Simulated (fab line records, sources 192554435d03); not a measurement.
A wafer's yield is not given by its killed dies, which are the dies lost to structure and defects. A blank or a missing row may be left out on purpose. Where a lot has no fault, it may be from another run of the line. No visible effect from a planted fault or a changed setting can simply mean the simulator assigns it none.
Chamber matching | flow n5-finfet | 4 sister chambers for N5_BEOL_M4_CMP_52 on cmp-01
The step polishes, stops on SiOC, t overpolish 6.8 s, target thk 40 nm. 22 wafers are shown with their chamber, then 11 later ones without.

WAFERS, EACH WITH ITS CHAMBER
wafer  | chamber | time-to-endpoint-s (s) | motor-current-A (A) | barrier-field-endpoint-s (s)
L075.3 | 0       | 61                     | 7.3                 | 23.4
L075.5 | 1       | 54                     | 5.8                 | 23.5
L075.6 | 2       | 62                     | 6.3                 | 24.4
L076.1 | 3       | 64                     | 5.5                 | 25.4
L076.4 | 0       | 59                     | 6.6                 | 25.3
L076.5 | 1       | 54                     | 5.5                 | 24.1
L079.1 | 3       | 63                     | 5.7                 | 24.7
L079.4 | 2       | 61                     | 6.0                 | 24.0
L079.6 | 2       | 62                     | 6.3                 | 24.7
L082.2 | 2       | 60                     | 5.7                 | 24.2
L082.4 | 0       | 59                     | 7.1                 | 24.2
L082.5 | 0       | 65                     | 6.6                 | 24.8
L080.1 | 3       | 65                     | 5.7                 | 24.2
L080.3 | 0       | 59                     | 6.8                 | 23.3
L080.6 | 2       | 59                     | 6.1                 | 23.8
L091.1 | 2       | 64                     | 5.9                 | 25.5
L091.4 | 3       | 66                     | 6.0                 | 25.2
L091.5 | 2       | 62                     | 6.2                 | 24.6
L093.3 | 1       | 55                     | 5.4                 | 23.8
L093.4 | 0       | 62                     | 7.1                 | 25.1
L093.6 | 0       | 62                     | 6.3                 | 25.3
L090.1 | 0       | 60                     | 7.4                 | 24.1

SIGNATURES (means of the wafers above)
reading                  | chamber 0 | chamber 1 | chamber 2 | chamber 3 | scatter within a chamber
time-to-endpoint-s       | 60.88     | 54.33     | 61.43     | 64.50     | 1.7
motor-current-A          | 6.900     | 5.567     | 6.071     | 5.725     | 0.293
barrier-field-endpoint-s | 24.438    | 23.800    | 24.457    | 24.875    | 0.647
Rule: for each reading, subtract the chamber's mean from the wafer's reading, divide by that reading's scatter and square the result; add these up over the readings and take the root, which gives the wafer's distance from the chamber. If the next closest chamber is less than 2 further off than the closest, the wafer can't be placed; otherwise it belongs to the closest. The scatter is the square root of a quotient: the sum, over the shown wafers, of each reading's squared deviation from its chamber's mean, divided by wafers minus chambers.

WAFERS MISSING THEIR CHAMBER
wafer  | time-to-endpoint-s (s) | motor-current-A (A) | barrier-field-endpoint-s (s)
L090.3 | 55                     | 5.5                 | 22.5
L090.5 | 60                     | 6.1                 | 24.0
L094.4 | 63                     | 5.3                 | 24.6
L094.5 | 56                     | 5.6                 | 23.7
L094.6 | 61                     | 7.1                 | 24.1
L096.2 | 58                     | 5.5                 | 23.6
L096.3 | 68                     | 5.6                 | 25.6
L096.4 | 61                     | 7.0                 | 24.3
L095.2 | 65                     | 6.3                 | 24.2
L095.4 | 66                     | 5.6                 | 24.9
L095.5 | 55                     | 5.2                 | 23.2

THE CHAMBER EACH PASSED THROUGH
wafer  | from the rows above          | in truth
L090.3 | 1                            | 1
L090.5 | can't be placed: 2 or 0      | 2
L094.4 | can't be placed: 3 or 2      | 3
L094.5 | 1                            | 1
L094.6 | 0                            | 0
L096.2 | can't be placed: 1 or 2      | 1
L096.3 | 3                            | 3
L096.4 | 0                            | 0
L095.2 | can't be placed: 3 or 2 or 0 | 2
L095.4 | 3                            | 3
L095.5 | 1                            | 1
Correctly placed: 7 of 11. From these rows, 4 cannot be placed; in 4 the true chamber is one of the candidates. 0 placed wrongly.
